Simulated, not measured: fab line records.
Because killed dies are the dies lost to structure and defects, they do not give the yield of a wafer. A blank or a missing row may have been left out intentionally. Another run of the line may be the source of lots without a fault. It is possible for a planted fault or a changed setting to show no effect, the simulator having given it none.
fab line records    flow n5-finfet    part 1 of 2: steps 1 to 23 of 37
[record] lots = 5  wafers = 15  last-day = 20
route steps=1938 shown BEOL_M14@1767 BEOL_M15@1773
lots that met no fault: taken from a fault-free run of the same line
start-h: hours from the record's opening day to when the first of the lot's shown wafers began    wait-h: hours from the lot's prior step to this one    " repeats the value in the row above    L1.1+2: a row that stands for several wafers    - no value present, or no start provided    * or withheld: withheld    < > ~ a bound
route shown NAME@n: a module of which the file shows steps, and the number in the route of the first    usual: mean/standard deviation taken from wafers without a fault    same: alike in all rows    chamber/n: place in a boat    sites: per-site readings    _std_site: their standard deviation    _edge_site: mean of outer sites minus mean of inner sites    radius-mm: for every site, how far away it sits from the centre of the wafer    mask NAME#n: copy n    behind: tool/chamber where the wafer was last shaped    hold: what put the lot on hold/how long, in hours/how the hold closed    device: names the non-switching transistor (n, p or np)    end of line: tests of these same wafers at the route's end    a step without rows: its recipe alone    killed: not the wafer's yield, but the dies lost to structure and defects at the first sort    map: dies across one wafer; x = killed, . = not, _ = none there
set.NAME: the run value of the setting; set.NAME@STEP: its run value at that earlier step    model.NAME: the simulator's own value behind a step, which no gauge read
lots at selected steps of the route; one table per step, one row per wafer
services: when a tool's chamber went out of use (start-h, in hours from the record's first day, below 0 if earlier), for how many hours, and the reason
[[steps]]
[step N5_BEOL_M14_CMP_49]
[recipe] stop-on = SiO2  t-overpolish-s = 5.2  down-force-psi = 2  platen-rpm = 80  clearing-platen-down-force-psi = 2  clearing-platen-rpm = 80  post-cmp-clean = cu-alkaline  target-thk-nm = 560  clearing-platen-pad-velocity-m-s = 1.5917  pad-velocity-m-s = 1.5917
[usual] barrier-field-endpoint-s = 11.31/0.23  motor-current-A = 8.2/1  overpolish-run-s = 5.201/0.0099  time-to-endpoint-s = 120/3.8
lot.wafer  tool    chamber  start-h  wait-h  barrier-field-endpoint-s  motor-current-A  overpolish-run-s  time-to-endpoint-s
L076.2     cmp-01  2        324.83   0.3     11.17                     8.7              5.193             116
L076.3     "       3        "        "       11.32                     7.7              5.182             117
L076.5     "       2        "        "       11.03                     8.3              5.197             113
L084.4     cmp-04  1        372.56   0.1     11.33                     8.8              5.169             117
L084.2     "       2        "        "       11.10                     7.1              5.210             113
L084.1     "       0        "        "       11.52                     8.6              5.194             124
L089.3     cmp-01  2        401.70   0.2     11.20                     8.9              5.184             117
L089.1     "       1        "        "       11.22                     7.6              5.207             119
L089.6     "       2        "        "       11.06                     8.4              5.201             116
L093.2     cmp-04  3        413.84   0.2     10.99                     7.4              5.209             119
L093.4     "       0        "        "       10.93                     8.5              5.202             118
L093.1     "       1        "        "       11.05                     8.4              5.191             114
L095.3     cmp-04  3        459.75   0.2     11.42                     7.5              5.192             120
L095.2     "       0        "        "       11.45                     8.6              5.205             126
L095.5     "       0        "        "       11.59                     8.6              5.201             127
[step N5_BEOL_M14_THK_MEAS_50]
[recipe] thk-meas-gauge = xrf  reads = Cu_of_BEOL_M14_ECD_47
[usual] M14_THK = 572/12
lot.wafer  tool           chamber  start-h  wait-h  M14_THK[nm]
L076.2     film-metro-02  -        325.09   -       553
L076.3     "              -        "        "       573
L076.5     "              -        "        "       565
L084.1     film-metro-02  -        372.85   -       569
L084.2     "              -        "        "       555
L084.4     "              -        "        "       573
L089.1     film-metro-02  -        401.99   -       553
L089.3     "              -        "        "       582
L089.6     "              -        "        "       570
L093.1     film-metro-02  -        414.09   -       553
L093.2     "              -        "        "       568
L093.4     "              -        "        "       560
L095.2     film-metro-01  -        460.05   -       598
L095.3     "              -        "        "       585
L095.5     "              -        "        "       586
[step N5_BEOL_M14_PRE_CLEAN_52]
[recipe] gas = NH3  time-s = 15  temp-c = withheld  rf-power-w = 300
lot.wafer   tool      chamber  start-h  wait-h
L076.2+3+5  pecvd-03  1,0,2    325.13   0.0
L084.1+2+4  pecvd-02  0,2,0    372.89   0.0
L089.1+3+6  pecvd-01  2,1,2    402.03   0.0
L093.1+2+4  pecvd-01  0,1,1    414.13   0.0
L095.2+3+5  pecvd-03  1,0,1    460.08   0.0
[step N5_BEOL_M14_DEP_53]
[recipe] material = SiCN  target-thk-a = 500  temp-c = withheld  precursor = 3MS/NH3  pressure-torr = 3  rf-w = 675  time-s = 17.8
[usual] chamber-pressure-Torr = 2.999/0.0061  showerhead-plenum-p-Torr = 4.154/0.024  throttle-valve-pct = 17.7/0.74
lot.wafer  tool      chamber  start-h  wait-h  chamber-pressure-Torr  showerhead-plenum-p-Torr  throttle-valve-pct
L076.2     pecvd-03  1        325.15   0.0     2.993                  4.193                     17.9
L076.3     "         0        "        "       2.998                  4.195                     17.9
L076.5     "         2        "        "       3.010                  4.151                     17.1
L084.1     pecvd-02  0        372.91   0.0     2.994                  4.137                     18.6
L084.2     "         2        "        "       3.000                  4.163                     17.8
L084.4     "         0        "        "       2.991                  4.128                     18.4
L089.1     pecvd-01  2        402.05   0.0     2.986                  4.132                     17.4
L089.3     "         1        "        "       2.990                  4.139                     18.6
L089.6     "         2        "        "       3.004                  4.133                     17.3
L093.1     pecvd-01  0        414.16   0.0     3.002                  4.168                     16.4
L093.2     "         1        "        "       2.989                  4.145                     18.7
L093.4     "         1        "        "       2.993                  4.135                     18.6
L095.2     pecvd-03  1        460.11   0.0     2.988                  4.185                     17.8
L095.3     "         0        "        "       2.997                  4.174                     18.4
L095.5     "         1        "        "       2.996                  4.174                     17.9
[step N5_BEOL_M14_RS_MEAS_54]
[recipe] thk-meas-gauge = four-point-probe  reads = Cu_of_BEOL_M14_ECD_47+Ta_of_BEOL_M14_SPUTTER_44+TaN_of_BEOL_M14_SPUTTER_43
[usual] M14_RS = 0.0332/0.00053
lot.wafer  tool           chamber  start-h  wait-h  M14_RS[ohm/sq]
L076.2     film-metro-01  -        325.22   0.1     0.0334
L076.3     "              -        "        "       0.0323
L076.5     "              -        "        "       0.0326
L084.1     film-metro-01  -        372.98   0.0     0.0327
L084.2     "              -        "        "       0.0337
L084.4     "              -        "        "       0.0328
L089.1     film-metro-01  -        402.12   0.0     0.0336
L089.3     "              -        "        "       0.0321
L089.6     "              -        "        "       0.0327
L093.1     film-metro-02  -        414.22   0.0     0.0336
L093.2     "              -        "        "       0.0330
L093.4     "              -        "        "       0.0335
L095.2     film-metro-02  -        460.18   0.1     0.0323
L095.3     "              -        "        "       0.0329
L095.5     "              -        "        "       0.0329
[step N5_BEOL_M14_INSPECT_55]
[recipe] inspect-instrument = darkfield  mode = post-dep
[usual] raw-defect-count = 69/23
lot.wafer  tool               chamber  start-h  wait-h  raw-defect-count
L076.2     defect-inspect-01  -        325.25   0.0     58
L076.3     "                  -        "        "       34
L076.5     "                  -        "        "       43
L084.1     defect-inspect-01  -        373.01   0.0     56
L084.2     "                  -        "        "       80
L084.4     "                  -        "        "       88
L089.1     defect-inspect-01  -        402.14   0.0     124
L089.3     "                  -        "        "       59
L089.6     "                  -        "        "       60
L093.1     defect-inspect-02  -        414.25   0.0     52
L093.2     "                  -        "        "       61
L093.4     "                  -        "        "       63
L095.2     defect-inspect-01  -        460.20   0.0     104
L095.3     "                  -        "        "       69
L095.5     "                  -        "        "       57
[step N5_BEOL_M15_ILD_DEP_00]
[recipe] material = SiO2  target-thk-a = 16293  temp-c = 400  precursor = TEOS/O2  pressure-torr = 6.5  rf-w = 900  teos-flow-sccm = 161.4  gas = O2  flow-sccm = 2650  time-s = 346.1
[usual] chamber-pressure-Torr = 6.502/0.013  heater-power-w = 586/98  showerhead-plenum-p-Torr = 8.34/0.03  throttle-valve-pct = 18.3/0.78
lot.wafer  tool      chamber  start-h  wait-h  chamber-pressure-Torr  heater-power-w  showerhead-plenum-p-Torr  throttle-valve-pct
L076.2     pecvd-04  1        325.28   0.0     6.505                  711             8.33                      18.9
L076.3     "         0        "        "       6.517                  413             8.34                      18.5
L076.5     "         1        "        "       6.495                  707             8.35                      19.1
L084.1     pecvd-03  2        373.04   0.0     6.509                  727             8.33                      17.8
L084.2     "         0        "        "       6.492                  454             8.38                      18.7
L084.4     "         2        "        "       6.519                  599             8.34                      17.7
L089.1     pecvd-04  1        402.18   0.0     6.481                  710             8.36                      19.0
L089.3     "         0        "        "       6.501                  547             8.34                      18.5
L089.6     "         0        "        "       6.495                  425             8.35                      18.6
L093.1     pecvd-01  0        414.28   0.0     6.510                  525             8.32                      16.8
L093.2     "         2        "        "       6.505                  606             8.32                      17.5
L093.4     "         1        "        "       6.490                  774             8.30                      19.2
L095.2     pecvd-01  0        460.24   0.0     6.484                  505             8.38                      17.1
L095.3     "         1        "        "       6.515                  724             8.31                      19.1
L095.5     "         2        "        "       6.529                  660             8.31                      18.0
[step N5_BEOL_M15_THK_MEAS_01]
[recipe] reads = SiO2_of_BEOL_M15_ILD_DEP_00
[usual] M15_ILD_THK = 1618/25
lot.wafer  tool           chamber  start-h  wait-h  M15_ILD_THK[nm]
L076.2     film-metro-01  -        325.64   0.3     1621
L076.3     "              -        "        "       1652
L076.5     "              -        "        "       1645
L084.1     film-metro-02  -        373.29   0.1     1589
L084.2     "              -        "        "       1622
L084.4     "              -        "        "       1647
L089.1     film-metro-02  -        402.44   0.2     1609
L089.3     "              -        "        "       1610
L089.6     "              -        "        "       1637
L093.1     film-metro-02  -        414.53   0.1     1580
L093.2     "              -        "        "       1592
L093.4     "              -        "        "       1606
L095.2     film-metro-02  -        460.49   0.1     1580
L095.3     "              -        "        "       1576
L095.5     "              -        "        "       1617
[step N5_BEOL_M15_COAT_58]
[recipe] resist = BARC  temp-c = 205  time-s = 60  spin-rpm = 1500  resist-thk-nm = 89
lot.wafer   tool            chamber  start-h  wait-h
L076.2+3+5  litho-track-05  0        325.68   0.0
L084.1+2+4  litho-track-05  0        373.33   0.0
L089.1+3+6  litho-track-05  0        402.48   0.0
L093.1+2+4  litho-track-04  0        414.57   0.0
L095.2+3+5  litho-track-04  0        460.52   0.0
[step N5_BEOL_M15_COAT_04]
[recipe] spin-rpm = 1704  resist-thk-nm = 800
lot.wafer   tool            chamber  start-h  wait-h
L076.2+3+5  litho-track-05  0        -        -
L084.1+2+4  litho-track-05  0        -        -
L089.1+3+6  litho-track-05  0        -        -
L093.1+2+4  litho-track-04  0        -        -
L095.2+3+5  litho-track-04  0        -        -
[step N5_BEOL_M15_EBR_06]
[recipe] solvent = PGMEA  ebr-width-mm = 1.5
lot.wafer   tool            chamber  start-h  wait-h
L076.2+3+5  litho-track-05  0        -        -
L084.1+2+4  litho-track-05  0        -        -
L089.1+3+6  litho-track-05  0        -        -
L093.1+2+4  litho-track-04  0        -        -
L095.2+3+5  litho-track-04  0        -        -
[step N5_BEOL_M15_SOFTBAKE_05]
[recipe] temp-c = 130  time-s = 60
lot.wafer   tool            chamber  start-h  wait-h
L076.2+3+5  litho-track-05  0        -        -
L084.1+2+4  litho-track-05  0        -        -
L089.1+3+6  litho-track-05  0        -        -
L093.1+2+4  litho-track-04  0        -        -
L095.2+3+5  litho-track-04  0        -        -
[step N5_BEOL_M15_EXPOSE_07]
[recipe] mask-id = V14  na = 0.8  source-shape = annular  sigma-inner = 0.5  sigma-outer = 0.8  polarization = unpolarized  attpsm-phase-deg = 180  dose-mj = 41.25
lot.wafer   tool            chamber  start-h  wait-h  mask
L076.2+3+5  krf-scanner-01  0        325.78   -       V14#0
L084.1+2+4  krf-scanner-02  0        373.55   -       V14#0
L089.1+3+6  krf-scanner-01  0        402.70   -       V14#0
L093.1+2+4  krf-scanner-01  0        414.67   -       V14#0
L095.2+3+5  krf-scanner-02  0        460.75   -       V14#0
[step N5_BEOL_M15_PEB_08]
[recipe] peb-temp-c = 130  peb-time-s = 90
lot.wafer   tool            chamber  start-h  wait-h
L076.2+3+5  litho-track-05  0        325.83   0.0
L084.1+2+4  litho-track-01  0        373.61   0.1
L089.1+3+6  litho-track-01  0        402.76   0.1
L093.1+2+4  litho-track-01  0        414.72   0.1
L095.2+3+5  litho-track-04  0        460.80   0.0
[step N5_BEOL_M15_DEVELOP_09]
[recipe] develop-time-s = 45  rinse-liquid = diw  dry = air-spin  dev-temp-c = 21
lot.wafer   tool            chamber  start-h  wait-h
L076.2+3+5  litho-track-05  0        -        -
L084.1+2+4  litho-track-01  0        -        -
L089.1+3+6  litho-track-01  0        -        -
L093.1+2+4  litho-track-01  0        -        -
L095.2+3+5  litho-track-04  0        -        -
[step N5_BEOL_M15_HARDBAKE_14]
[recipe] temp-c = 130  time-s = 120
lot.wafer   tool            chamber  start-h  wait-h
L076.2+3+5  litho-track-05  0        -        -
L084.1+2+4  litho-track-01  0        -        -
L089.1+3+6  litho-track-01  0        -        -
L093.1+2+4  litho-track-01  0        -        -
L095.2+3+5  litho-track-04  0        -        -
[step N5_BEOL_M15_CD_MEAS_10]
[recipe] target-cd-nm = 360  landing-energy-ev = 500  detector = se-inlens  polarity = opening
[usual] cd-nm = 360.6/1.1
lot.wafer  tool       chamber  start-h  wait-h  cd-nm
L076.2     cd-sem-02  0        325.95   -       360.7
L076.3     "          0        "        "       362.7
L076.5     "          0        "        "       360.6
L084.1     cd-sem-01  0        373.72   -       361.9
L084.2     "          0        "        "       361.9
L084.4     "          0        "        "       360.8
L089.1     cd-sem-02  0        402.87   -       360.8
L089.3     "          0        "        "       359.1
L089.6     "          0        "        "       360.2
L093.1     cd-sem-02  0        414.84   -       361.3
L093.2     "          0        "        "       361.3
L093.4     "          0        "        "       360.5
L095.2     cd-sem-01  0        460.92   -       359.5
L095.3     "          0        "        "       359.2
L095.5     "          0        "        "       360.6
[step N5_BEOL_M15_OVL_MEAS_11]
[recipe] points-per-wafer = 44
[usual] V14_OVL = 4/6.6
lot.wafer  tool        chamber  start-h  wait-h  V14_OVL[nm]
L076.2     overlay-02  0        325.98   0.0     -1
L076.3     "           0        "        "       6
L076.5     "           0        "        "       -3
L084.1     overlay-01  0        373.75   0.0     -3
L084.2     "           0        "        "       1
L084.4     "           0        "        "       5
L089.1     overlay-02  0        402.90   0.0     17
L089.3     "           0        "        "       15
L089.6     "           0        "        "       5
L093.1     overlay-01  0        414.87   0.0     4
L093.2     "           0        "        "       19
L093.4     "           0        "        "       12
L095.2     overlay-02  0        460.95   0.0     2
L095.3     "           0        "        "       2
L095.5     "           0        "        "       -5
[step N5_BEOL_M15_INSPECT_12]
[recipe] mode = adi  inspect-instrument = macro
[usual] raw-defect-count = 1.9/1.3
lot.wafer  tool               chamber  start-h  wait-h  raw-defect-count
L076.2     defect-inspect-01  -        326.00   0.0     1
L076.3     "                  -        "        "       1
L076.5     "                  -        "        "       2
L084.1     defect-inspect-02  -        373.78   0.0     2
L084.2     "                  -        "        "       2
L084.4     "                  -        "        "       4
L089.1     defect-inspect-01  -        402.93   0.0     2
L089.3     "                  -        "        "       1
L089.6     "                  -        "        "       2
L093.1     defect-inspect-01  -        414.89   0.0     4
L093.2     "                  -        "        "       0
L093.4     "                  -        "        "       3
L095.2     defect-inspect-02  -        460.97   0.0     2
L095.3     "                  -        "        "       3
L095.5     "                  -        "        "       2
[step N5_BEOL_M15_DESCUM_15]
[recipe] chemistry = O2  time-s = 7.9  source-power-w = 50  bias-power-w = 20  pressure-mtorr = 20  rf-frequency-hz = 2.712e+07  temp-c = 40  o2-flow-sccm = 225
[usual] drypump-motor-current-A = 5.7/0.54  oes-product-au = 0.77/0.076  rf-vpp-V = 243.0/1.4  showerhead-plenum-p-Torr = 2.08/0.065  throttle-valve-pct = 20.54/0.2
lot.wafer  tool         chamber  start-h  wait-h  drypump-motor-current-A  oes-product-au  rf-hours-counter-h  rf-vpp-V  showerhead-plenum-p-Torr  throttle-valve-pct
L076.2     rie-diel-03  1        326.03   0.0     6.1                      0.71            189                 243.5     2.00                      20.11
L076.3     "            3        "        "       5.3                      0.83            79                  243.0     2.12                      20.55
L076.5     "            3        "        "       5.4                      0.83            -                   242.8     2.12                      20.54
L084.1     rie-diel-06  3        373.81   0.0     5.2                      0.77            113                 242.9     2.11                      20.84
L084.2     "            0        "        "       6.4                      0.89            23                  246.3     2.14                      20.55
L084.4     "            1        "        "       5.2                      0.89            40                  244.7     2.13                      20.29
L089.1     rie-diel-03  0        403.11   0.2     5.6                      0.98            1                   241.4     2.06                      20.42
L089.3     "            1        "        "       6.1                      0.69            212                 240.9     1.99                      20.16
L089.6     "            0        "        "       5.6                      0.97            -                   243.5     2.06                      20.41
L093.1     rie-diel-03  3        414.93   0.0     5.4                      0.80            106                 242.8     2.11                      20.60
L093.2     "            2        "        "       5.0                      0.71            212                 243.1     2.15                      20.53
L093.4     "            0        "        "       5.5                      0.95            3                   243.3     2.06                      20.42
L095.2     rie-diel-06  0        461.00   0.0     6.4                      0.84            49                  244.5     2.13                      20.57
L095.3     "            2        "        "       6.4                      0.70            233                 242.0     1.98                      20.60
L095.5     "            2        "        "       6.4                      0.71            -                   242.4     1.98                      20.61
[step N5_BEOL_M15_ETCH_59]
[recipe] chemistry = N2/H2  target = BARC  target-depth-a = 890  overetch-a = 267  time-s = 67.9  ion-energy-ev = 200  pressure-mtorr = 30  source-w = 840  bias-w = 150  n2-flow-sccm = 200  h2-flow-sccm = 200
[usual] drypump-motor-current-A = 5.8/0.54  n2-flow-sccm = 200.0/0.59  oes-product-au = 0.66/0.06  rf-vpp-V = 523.5/2.4  showerhead-plenum-p-Torr = 2.53/0.082  throttle-valve-pct = 17.99/0.18
lot.wafer  tool         chamber  start-h  wait-h  drypump-motor-current-A  n2-flow-sccm  oes-product-au  rf-hours-counter-h  rf-vpp-V  showerhead-plenum-p-Torr  throttle-valve-pct
L076.2     rie-diel-03  1        326.07   0.0     6.1                      200.5         0.61            189                 522.3     2.42                      17.69
L076.3     "            3        "        "       5.4                      199.0         0.71            79                  525.7     2.58                      18.00
L076.5     "            3        "        "       5.4                      199.2         0.72            -                   524.3     2.58                      17.97
L084.1     rie-diel-06  3        373.85   0.0     5.2                      201.1         0.65            113                 524.6     2.56                      18.24
L084.2     "            0        "        "       6.4                      200.8         0.76            23                  524.5     2.60                      17.97
L084.4     "            1        "        "       5.2                      199.9         0.75            40                  525.2     2.59                      17.69
L089.1     rie-diel-03  0        403.15   0.0     5.5                      200.0         0.83            1                   522.7     2.49                      17.75
L089.3     "            1        "        "       6.1                      200.4         0.60            212                 521.7     2.41                      17.76
L089.6     "            0        "        "       5.5                      200.8         0.82            -                   523.0     2.50                      17.74
L093.1     rie-diel-03  3        414.97   0.0     5.3                      198.8         0.68            106                 524.0     2.56                      18.03
L093.2     "            2        "        "       5.0                      200.3         0.61            212                 526.2     2.62                      18.02
L093.4     "            0        "        "       5.6                      199.8         0.82            3                   521.9     2.49                      17.73
L095.2     rie-diel-06  0        461.04   0.0     6.4                      199.4         0.72            49                  525.7     2.58                      17.98
L095.3     "            2        "        "       6.4                      200.3         0.61            233                 519.4     2.41                      18.14
L095.5     "            2        "        "       6.4                      200.4         0.61            -                   520.5     2.41                      18.13
[step N5_BEOL_M15_VIA_ETCH_16]
[recipe] chemistry = C4F8/O2/Ar  target = SiO2  he-inner-torr = 15  he-outer-torr = 30  target-depth-a = 17922  time-s = withheld  ion-energy-ev = 800  pressure-mtorr = 20  source-w = 1905  bias-w = 2040  Ar_flow_sccm = 400  C4F8_flow_sccm = 16  O2_flow_sccm = 12  ends = cleared
[usual] O2_flow_sccm = 12.00/0.038  drypump-motor-current-A = 5.8/0.54  mfc-ar-sccm = 400.0/1.3  oes-product-au = 0.70/0.068  rf-vpp-V = 2226/21  showerhead-plenum-p-Torr = 3.42/0.1  throttle-valve-pct = 30.96/0.24
lot.wafer  tool         chamber  start-h  wait-h  O2_flow_sccm  drypump-motor-current-A  mfc-ar-sccm  oes-product-au  rf-vpp-V  showerhead-plenum-p-Torr  throttle-valve-pct
L076.2     rie-diel-03  1        326.12   0.0     11.98         6.1                      399.8        0.64            2193      3.28                      30.43
L076.3     "            3        "        "       12.05         5.4                      400.1        0.74            2239      3.46                      30.93
L076.5     "            3        "        "       11.99         5.3                      400.0        0.74            2239      3.46                      30.94
L084.1     rie-diel-06  3        373.90   0.0     11.95         5.2                      398.8        0.68            2229      3.44                      31.20
L084.2     "            0        "        "       12.02         6.5                      401.7        0.81            2237      3.51                      31.13
L084.4     "            1        "        "       12.06         5.2                      396.1        0.79            2242      3.48                      30.66
L089.1     rie-diel-03  0        403.20   0.0     11.98         5.5                      397.4        0.89            2216      3.39                      30.92
L089.3     "            1        "        "       12.02         6.1                      401.6        0.63            2192      3.27                      30.46
L089.6     "            0        "        "       12.00         5.5                      399.3        0.89            2218      3.39                      30.94
L093.1     rie-diel-03  3        415.02   0.0     12.01         5.4                      399.7        0.72            2236      3.45                      30.95
L093.2     "            2        "        "       12.03         5.0                      401.1        0.64            2256      3.55                      31.04
L093.4     "            0        "        "       12.02         5.6                      400.1        0.87            2217      3.39                      30.90
L095.2     rie-diel-06  0        461.09   0.0     12.02         6.4                      402.3        0.77            2235      3.50                      31.18
L095.3     "            2        "        "       11.98         6.4                      401.1        0.64            2197      3.28                      31.14
L095.5     "            2        "        "       11.96         6.4                      400.6        0.64            2197      3.28                      31.15
[step N5_BEOL_M15_STRIP_63]
[recipe] chemistry = O2  power-w = 600  temp-c = 60  pressure-mtorr = 30  rf-frequency-hz = 6e+07  bias-power-w = 0  overash-fraction = 0.3  o2-flow-sccm = 225
[usual] drypump-motor-current-A = 5.8/0.54  oes-product-au = 0.77/0.075  rf-vpp-V = 3.6/0.72  showerhead-plenum-p-Torr = 2.09/0.065  throttle-valve-pct = 16.78/0.19
lot.wafer  tool         chamber  start-h  wait-h  drypump-motor-current-A  oes-product-au  rf-hours-counter-h  rf-vpp-V  showerhead-plenum-p-Torr  throttle-valve-pct
L076.2     rie-diel-03  1        -        -       6.1                      0.71            189                 2.9       2.00                      16.42
L076.3     "            3        "        "       5.4                      0.85            79                  3.4       2.12                      16.76
L076.5     "            3        "        "       5.4                      0.83            -                   2.5       2.12                      16.76
L084.1     rie-diel-06  3        -        -       5.2                      0.76            113                 5.3       2.12                      17.03
L084.2     "            0        "        "       6.4                      0.87            23                  2.9       2.15                      16.71
L084.4     "            1        "        "       5.2                      0.89            40                  3.4       2.14                      16.53
L089.1     rie-diel-03  0        -        -       5.6                      0.99            1                   3.6       2.07                      16.60
L089.3     "            1        "        "       6.1                      0.69            212                 3.2       1.99                      16.45
L089.6     "            0        "        "       5.6                      0.99            -                   4.0       2.07                      16.59
L093.1     rie-diel-03  3        -        -       5.4                      0.81            107                 4.1       2.11                      16.83
L093.2     "            2        "        "       5.0                      0.70            212                 2.5       2.16                      16.86
L093.4     "            0        "        "       5.5                      0.98            4                   4.4       2.07                      16.61
L095.2     rie-diel-06  0        -        -       6.4                      0.86            49                  4.1       2.14                      16.78
L095.3     "            2        "        "       6.4                      0.70            233                 3.6       1.98                      16.86
L095.5     "            2        "        "       6.4                      0.71            -                   2.6       1.98                      16.85
